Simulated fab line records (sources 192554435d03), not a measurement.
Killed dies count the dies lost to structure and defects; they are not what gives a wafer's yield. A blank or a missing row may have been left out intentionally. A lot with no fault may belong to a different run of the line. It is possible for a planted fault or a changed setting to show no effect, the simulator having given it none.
The tool behind it: which one? ; flow n5_finfet ; 14 lots with 33 wafers sampled at 3 steps, on a route of 1938 steps

WHAT THE GAUGES SHOWED, per wafer
N5_DUMMY_GATE_CD_MEAS_24 targets a cd of 15 nm. Usual: cd_nm reads 15.2 nm (standard deviation 0.43).
lot;measured;on;cd_nm (nm);flag
L943;day 3 04:41;cd_sem-01;15.4 16.2 15.1;
L945;day 3 17:04;cd_sem-01;15.8 14.5;
L947;day 4 06:35;cd_sem-01;15.3 15.1;
L948;day 4 10:49;cd_sem-03;15.3 15.7;
L949;day 4 18:22;cd_sem-02;15.1 15.3;
L950;day 4 23:57;cd_sem-02;14.9 15.3;
L951;day 5 04:44;cd_sem-03;15.4 15.8;
L952;day 5 11:07;cd_sem-02;15.1 14.8 15.4;
L953;day 5 17:57;cd_sem-03;15.4 15.8;
L954;day 5 23:11;cd_sem-02;14.8 14.8 15.0;
L955;day 6 05:31;cd_sem-01;15.8 15.6;
L956;day 6 09:47;cd_sem-01;16.3 15.6;
L962;day 8 00:07;cd_sem-03;15.7 15.6 15.6;
L963;day 8 06:54;cd_sem-03;15.7 15.2 14.7;

N5_DUMMY_GATE_INSPECT_27: inspects for defects (brightfield). Usual: raw_defect_count reads 285 (standard deviation 69).
lot;measured;on;raw_defect_count;flag
L943;day 3 04:57;defect_inspect-02;296 310 262;
L945;day 3 17:20;defect_inspect-02;193 199;
L947;day 4 06:52;defect_inspect-01;220 367;
L948;day 4 11:05;defect_inspect-01;222 272;
L949;day 4 18:39;defect_inspect-01;297 254;
L950;day 5 00:14;defect_inspect-01;272 289;
L951;day 5 05:05;defect_inspect-01;268 325;
L952;day 5 11:25;defect_inspect-02;294 325 277;
L953;day 5 18:14;defect_inspect-02;194 395;
L954;day 5 23:35;defect_inspect-01;113 207 197;
L955;day 6 05:49;defect_inspect-01;220 214;
L956;day 6 10:05;defect_inspect-01;278 273;
L962;day 8 00:25;defect_inspect-02;279 181 252;
L963;day 8 07:11;defect_inspect-01;313 268 294;

EACH LOT AND THE TOOL THAT RAN IT (in order: tool; ch and the chambers of the sampled wafers; start)
lot;N5_DUMMY_GATE_STRIP_48
L943;rie_diel-03 ch 0,1, day 3 04:46
L945;rie_diel-02 ch 0, day 3 17:09
L947;rie_diel-03 ch 0,3, day 4 06:40
L948;rie_diel-02 ch 0,2, day 4 10:54
L949;rie_diel-06 ch 2,3, day 4 18:28
L950;rie_diel-06 ch 1,3, day 5 00:03
L951;rie_diel-06 ch 0,1, day 5 04:55
L952;rie_diel-06 ch 0,3, day 5 11:14
L953;rie_diel-06 ch 1,3, day 5 18:02
L954;rie_diel-06 ch 0,2,3, day 5 23:23
L955;rie_diel-06 ch 0,1, day 6 05:38
L956;rie_diel-06 ch 1, day 6 09:53
L962;rie_diel-06 ch 1,3, day 8 00:13
L963;rie_diel-02 ch 0,1,2, day 8 06:59
- N5_DUMMY_GATE_STRIP_48: strips in N2/H2, time 20 s.

AS READ BY THE TOOLS THEMSELVES (means over the sampled wafers that have a number; for cases with no such wafer, the mark the record gives instead)
N5_DUMMY_GATE_STRIP_48. Usual: chamber_pressure_mTorr 99.99 mTorr, standard deviation 0.097; drypump_motor_current_A 5.4 A, standard deviation 0.57; oes_product_au 0.78 a.u., standard deviation 0.074; rf_vpp_V 45.3 V, standard deviation 0.79; showerhead_plenum_p_Torr 3.35 Torr, standard deviation 0.12; throttle_valve_pct 12.3 %, standard deviation 0.31.
lot;tool;chamber_pressure_mTorr (mTorr);drypump_motor_current_A (A);oes_product_au (a.u.);rf_vpp_V (V);showerhead_plenum_p_Torr (Torr);throttle_valve_pct (%);flag
L943;rie_diel-03;100.04;5.3;0.69;45.3;3.30;12.3;
L945;rie_diel-02;100.06;5.7;0.78;44.7;3.16;12.5;
L947;rie_diel-03;100.09;6.2;0.72;44.5;3.35;12.2;
L948;rie_diel-02;100.00;5.7;0.83;44.5;3.22;12.2;
L949;rie_diel-06;99.92;4.8;0.80;45.2;3.38;12.3;
L950;rie_diel-06;99.95;5.1;0.85;47.0;3.46;11.9;
L951;rie_diel-06;99.91;5.8;0.77;44.9;3.38;12.2;
L952;rie_diel-06;99.95;5.8;0.77;44.8;3.29;12.5;
L953;rie_diel-06;99.88;5.1;0.84;46.0;3.46;11.9;
L954;rie_diel-06;100.04;5.2;0.76;44.8;3.33;12.4;
L955;rie_diel-06;99.99;5.8;0.77;44.7;3.38;12.3;
L956;rie_diel-06;99.85;5.4;0.81;46.7;3.52;11.9;
L962;rie_diel-06;100.11;5.2;0.82;45.5;3.47;12.0;
L963;rie_diel-02;100.04;5.6;0.77;45.5;3.24;12.4;

THE ANSWER, worked out from the rows above alone
Rule: take the mean of a lot's wafers that have a number; if it is more than 3 standard deviations from the usual mean, the lot is off. A lot without any number at a reading at which 4 lots or more have one is off too. All remaining lots with rows at the step are treated as sound. The gauges are gone through in route order, then the tools' own readings, and for those a lot's mean is taken as printed above. At the first step where some lot is off, the reading lying furthest off is the one used; lots without a number count as furthest.
No lot is off at any reading shown: from this, nothing can be told.

WHAT THE SIMULATOR HAD INSERTED
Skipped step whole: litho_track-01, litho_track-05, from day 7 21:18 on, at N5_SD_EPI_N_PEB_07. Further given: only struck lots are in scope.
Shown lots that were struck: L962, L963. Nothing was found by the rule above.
